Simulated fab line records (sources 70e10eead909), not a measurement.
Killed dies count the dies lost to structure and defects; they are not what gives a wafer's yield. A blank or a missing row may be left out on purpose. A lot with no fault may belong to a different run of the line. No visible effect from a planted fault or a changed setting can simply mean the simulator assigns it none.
Chamber matching :: flow nand-harc :: NHARC_P_CONTACT_DESCUM_17 on rie-diel-02 has 4 sister chambers
The step chemistry O2, time 3 s. 14 wafers are shown with their chamber, then 7 later ones without.

## EACH WAFER AND ITS CHAMBER
wafer: L077.4
chamber: 1
showerhead-plenum-p-Torr (Torr): 2.06
oes-product-au (a.u.): 0.994
rf-vpp-V (V): 58.8

wafer: L077.5
chamber: 1
showerhead-plenum-p-Torr (Torr): 2.06
oes-product-au (a.u.): 0.996
rf-vpp-V (V): 58.0

wafer: L077.6
chamber: 2
showerhead-plenum-p-Torr (Torr): 1.83
oes-product-au (a.u.): 0.999
rf-vpp-V (V): 58.6

wafer: L079.1
chamber: 0
showerhead-plenum-p-Torr (Torr): 1.99
oes-product-au (a.u.): 0.999
rf-vpp-V (V): 56.8

wafer: L079.4
chamber: 3
showerhead-plenum-p-Torr (Torr): 1.90
oes-product-au (a.u.): 1.011
rf-vpp-V (V): 56.6

wafer: L079.6
chamber: 0
showerhead-plenum-p-Torr (Torr): 1.99
oes-product-au (a.u.): 1.018
rf-vpp-V (V): 58.5

wafer: L086.2
chamber: 2
showerhead-plenum-p-Torr (Torr): 1.83
oes-product-au (a.u.): 1.001
rf-vpp-V (V): 57.4

wafer: L086.5
chamber: 2
showerhead-plenum-p-Torr (Torr): 1.83
oes-product-au (a.u.): 1.007
rf-vpp-V (V): 57.3

wafer: L086.6
chamber: 3
showerhead-plenum-p-Torr (Torr): 1.90
oes-product-au (a.u.): 0.995
rf-vpp-V (V): 58.2

wafer: L088.1
chamber: 1
showerhead-plenum-p-Torr (Torr): 2.05
oes-product-au (a.u.): 0.986
rf-vpp-V (V): 58.0

wafer: L088.4
chamber: 2
showerhead-plenum-p-Torr (Torr): 1.83
oes-product-au (a.u.): 1.000
rf-vpp-V (V): 56.9

wafer: L088.5
chamber: 2
showerhead-plenum-p-Torr (Torr): 1.83
oes-product-au (a.u.): 0.999
rf-vpp-V (V): 58.2

wafer: L091.1
chamber: 0
showerhead-plenum-p-Torr (Torr): 1.98
oes-product-au (a.u.): 0.995
rf-vpp-V (V): 57.8

wafer: L091.2
chamber: 3
showerhead-plenum-p-Torr (Torr): 1.90
oes-product-au (a.u.): 1.010
rf-vpp-V (V): 57.1

SIGNATURES, as means of the wafers listed above
reading: showerhead-plenum-p-Torr
chamber 0: 1.9867
chamber 1: 2.0567
chamber 2: 1.8300
chamber 3: 1.9000
scatter within a chamber: 0.00365

reading: oes-product-au
chamber 0: 1.00400
chamber 1: 0.99200
chamber 2: 1.00120
chamber 3: 1.00533
scatter within a chamber: 0.00751

reading: rf-vpp-V
chamber 0: 57.700
chamber 1: 58.267
chamber 2: 57.680
chamber 3: 57.300
scatter within a chamber: 0.719
Rule: a wafer lies at a distance from a chamber equal to the root of the sum of squares, over the readings, of (its reading less the chamber's mean, divided by the reading's scatter). If the next closest chamber is less than 2 further off than the closest, the wafer can't be placed; otherwise it belongs to the closest. How the scatter is found: for the shown wafers, subtract from each reading the mean of its chamber, square and add these, divide the total by (wafers less chambers), then take the root.

## WAFERS WITHOUT THEIR CHAMBER
wafer: L091.4
showerhead-plenum-p-Torr (Torr): 1.83
oes-product-au (a.u.): 1.001
rf-vpp-V (V): 57.7

wafer: L095.2
showerhead-plenum-p-Torr (Torr): 2.05
oes-product-au (a.u.): 0.999
rf-vpp-V (V): 58.5

wafer: L095.4
showerhead-plenum-p-Torr (Torr): 1.98
oes-product-au (a.u.): 1.012
rf-vpp-V (V): 58.3

wafer: L095.5
showerhead-plenum-p-Torr (Torr): 2.05
oes-product-au (a.u.): 1.002
rf-vpp-V (V): 57.3

wafer: L097.2
showerhead-plenum-p-Torr (Torr): 2.05
oes-product-au (a.u.): 1.003
rf-vpp-V (V): 58.4

wafer: L097.4
showerhead-plenum-p-Torr (Torr): 1.90
oes-product-au (a.u.): 1.000
rf-vpp-V (V): 58.2

wafer: L097.6
showerhead-plenum-p-Torr (Torr): 2.05
oes-product-au (a.u.): 1.012
rf-vpp-V (V): 58.2

## THE CHAMBER EACH PASSED THROUGH
wafer: L091.4
from the rows above: 2
in truth: 2

wafer: L095.2
from the rows above: 1
in truth: 1

wafer: L095.4
from the rows above: 0
in truth: 0

wafer: L095.5
from the rows above: 1
in truth: 1

wafer: L097.2
from the rows above: 1
in truth: 1

wafer: L097.4
from the rows above: 3
in truth: 3

wafer: L097.6
from the rows above: 1
in truth: 1
Placed correctly: 7 of 7. From these rows, 0 cannot be placed. Placed wrongly: 0.
